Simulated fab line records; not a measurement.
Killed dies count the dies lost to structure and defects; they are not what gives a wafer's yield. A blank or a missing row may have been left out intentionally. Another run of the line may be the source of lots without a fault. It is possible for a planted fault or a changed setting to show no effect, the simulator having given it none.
Chamber matching :: flow nandHarc :: 4 sister chambers for NHARC_A_CONTACT_ETCH_90 on rieDiel-09
The step etches the open film in CH3F/O2, target depth 40 nm, time 85.7 s. 8 wafers are shown with their chamber, then 10 later ones without.

WAFERS WITH THEIR CHAMBER
wafer: L083.1
chamber: 2
drypumpMotorCurrentA (A): 5.2
showerheadPlenumPTorr (Torr): 2.60

wafer: L083.5
chamber: 2
drypumpMotorCurrentA (A): 5.2
showerheadPlenumPTorr (Torr): 2.60

wafer: L084.3
chamber: 0
drypumpMotorCurrentA (A): 5.2
showerheadPlenumPTorr (Torr): 2.33

wafer: L087.1
chamber: 1
drypumpMotorCurrentA (A): 5.8
showerheadPlenumPTorr (Torr): 2.58

wafer: L087.2
chamber: 3
drypumpMotorCurrentA (A): 6.4
showerheadPlenumPTorr (Torr): 2.27

wafer: L087.6
chamber: 3
drypumpMotorCurrentA (A): 6.4
showerheadPlenumPTorr (Torr): 2.27

wafer: L090.1
chamber: 1
drypumpMotorCurrentA (A): 5.7
showerheadPlenumPTorr (Torr): 2.57

wafer: L090.2
chamber: 0
drypumpMotorCurrentA (A): 5.2
showerheadPlenumPTorr (Torr): 2.32

WAFERS WITH NO CHAMBER GIVEN
wafer: L090.4
drypumpMotorCurrentA (A): 6.4
showerheadPlenumPTorr (Torr): 2.27

wafer: L093.1
drypumpMotorCurrentA (A): 6.4
showerheadPlenumPTorr (Torr): 2.66

wafer: L093.4
drypumpMotorCurrentA (A): 5.2
showerheadPlenumPTorr (Torr): 2.32

wafer: L093.5
drypumpMotorCurrentA (A): 5.2
showerheadPlenumPTorr (Torr): 2.32

wafer: L095.1
drypumpMotorCurrentA (A): 5.2
showerheadPlenumPTorr (Torr): 2.58

wafer: L095.2
drypumpMotorCurrentA (A): 5.7
showerheadPlenumPTorr (Torr): 2.56

wafer: L095.3
drypumpMotorCurrentA (A): 6.4
showerheadPlenumPTorr (Torr): 2.66

wafer: L095.4
drypumpMotorCurrentA (A): 5.2
showerheadPlenumPTorr (Torr): 2.31

wafer: L095.5
drypumpMotorCurrentA (A): 5.2
showerheadPlenumPTorr (Torr): 2.32

wafer: L095.6
drypumpMotorCurrentA (A): 6.4
showerheadPlenumPTorr (Torr): 2.66

THE CHAMBER EACH PASSED THROUGH
wafer: L090.4
from the rows above: 3
in truth: 3

wafer: L093.1
from the rows above: 1
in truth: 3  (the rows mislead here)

wafer: L093.4
from the rows above: 0
in truth: 0

wafer: L093.5
from the rows above: 0
in truth: 0

wafer: L095.1
from the rows above: 2
in truth: 2

wafer: L095.2
from the rows above: 1
in truth: 1

wafer: L095.3
from the rows above: 1
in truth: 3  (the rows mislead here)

wafer: L095.4
from the rows above: 0
in truth: 0

wafer: L095.5
from the rows above: 0
in truth: 0

wafer: L095.6
from the rows above: 1
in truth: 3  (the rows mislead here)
Correctly placed: 7 of 10. Can't be placed from these rows: 0. Wrongly placed: 3.
How it was worked out, from the rows above alone: a wafer's distance from a chamber is the root of the sum, over the readings, of the square of ((its reading less the chamber's mean) divided by the reading's scatter). The wafer belongs to the nearest chamber; if the next one is less than 2 further off, it can't be placed. A chamber's mean is the mean of its shown wafers. The scatter: take each reading less its chamber's mean, square it, sum over the shown wafers, divide by the number of wafers less the number of chambers, and take the root.
